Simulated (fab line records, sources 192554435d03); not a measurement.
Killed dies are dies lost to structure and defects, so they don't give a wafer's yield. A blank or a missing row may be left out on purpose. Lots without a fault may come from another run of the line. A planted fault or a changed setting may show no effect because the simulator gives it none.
Split-lot experiment | flow n5_finfet | 7 lots, 21 wafers read, on a route of 1938 steps

THE SPLIT
At N5_BEOL_M6_EXPOSE_25 (exposes mask V5, target cd 40 nm), the setting dose_mj was moved away from the recipe's 45 on 9 of the 21 wafers read, by -3.2% to +6.2%. The other wafers ran this setting at the recipe's value.

FROM THE SPLIT TO THE READING: what the file shows between them, 2 steps
- N5_BEOL_M6_PEB_26: peb time 60 s
- N5_BEOL_M6_DEVELOP_27: develop time 30 s

THE READING
cd_nm, in nm, at N5_BEOL_M6_CD_MEAS_28 (target cd 40 nm). Fault-free wafers of this fab line usually give 40.04 nm, standard deviation 0.23 nm.

wafer  | tool, chamber at the split | dose_mj as run | against the recipe | cd_nm, nm | against lot-mates on the recipe
L074.2 | euv_scanner-02, 0          | 45             | recipe             | 40.45     | -
L074.3 | euv_scanner-02, 0          | 45             | recipe             | 39.90     | -
L074.6 | euv_scanner-02, 0          | 47.48          | +5.5%              | 41.29     | +1.12
L076.1 | euv_scanner-02, 0          | 43.54          | -3.2%              | 39.83     | -0.33
L076.2 | euv_scanner-02, 0          | 43.54          | -3.2%              | 39.30     | -0.86
L076.5 | euv_scanner-02, 0          | 45             | recipe             | 40.16     | -
L083.2 | euv_scanner-01, 0          | 45             | recipe             | 40.06     | -
L083.3 | euv_scanner-01, 0          | 45             | recipe             | 39.93     | -
L083.5 | euv_scanner-01, 0          | 45             | recipe             | 40.00     | -
L084.1 | euv_scanner-02, 0          | 47.77          | +6.2%              | 41.38     | no lot-mate on the recipe
L084.3 | euv_scanner-02, 0          | 47.77          | +6.2%              | 41.13     | no lot-mate on the recipe
L084.6 | euv_scanner-02, 0          | 47.77          | +6.2%              | 41.43     | no lot-mate on the recipe
L092.1 | euv_scanner-01, 0          | 45             | recipe             | 40.37     | -
L092.4 | euv_scanner-01, 0          | 45             | recipe             | 40.43     | -
L092.6 | euv_scanner-01, 0          | 45             | recipe             | 40.16     | -
L095.1 | euv_scanner-02, 0          | 43.76          | -2.8%              | 39.02     | -1.03
L095.2 | euv_scanner-02, 0          | 45             | recipe             | 40.05     | -
L095.4 | euv_scanner-02, 0          | 43.76          | -2.8%              | 39.26     | -0.79
L094.1 | euv_scanner-02, 0          | 45             | recipe             | 40.30     | -
L094.3 | euv_scanner-02, 0          | 45             | recipe             | 39.77     | -
L094.5 | euv_scanner-02, 0          | 43.98          | -2.3%              | 39.46     | -0.57

THE FIT
A straight line over all 21 wafers: cd_nm changes by +0.212 nm for each +1% of dose_mj; r = +0.94; the points scatter about the line by 0.24 nm.
The same after taking each lot's own level away (the mean of its wafers on the recipe; 18 wafers): +0.224 nm for each +1%; r = +0.91; scatter 0.21 nm.
On that fit, the largest move of dose_mj shifts the reading by 1.4 nm.
The lots' own levels span 39.997 to 40.320 nm, that is 1.4 times the standard deviation above.
So the lot-to-lot level changes the slope little: the two slopes agree.
Check: with one of the wafers moved furthest among these (+5.5%) left out of the fit, the line predicts +1.34 nm for it against its lot-mates. It came out at +1.12 nm against them.

THE WHOLE CHAIN: every reading that the file lists as answering this split, in the file's order
step                  | what it does                                                        | reading                                                        | change (the file's fit)               | r (the file's)
N5_BEOL_M6_CD_MEAS_28 | target cd 40 nm                                                     | cd_nm                                                          | +0.222 nm for each +1% of the setting | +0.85
N5_BEOL_M6_DESCUM_33  | chemistry O2, time 7 s                                              | BEOL_M6.cd_nm (the simulator's own value, which no gauge read) | +0.248 nm for each +1% of the setting | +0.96
N5_BEOL_M6_ETCH_72    | etches underlayer in N2/H2, target depth 6.5 nm, time 5.2 s         | BEOL_M6.cd_nm (the simulator's own value, which no gauge read) | +0.228 nm for each +1% of the setting | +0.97
N5_BEOL_M6_ETCH_66    | etches SOC in N2/H2, target depth 80 nm, overetch 16 nm, time 120 s | BEOL_M6.cd_nm (the simulator's own value, which no gauge read) | +0.255 nm for each +1% of the setting | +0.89

THE FILE'S OWN FIT
cd_nm changes by +0.222 nm for each +1% of dose_mj, r = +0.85.
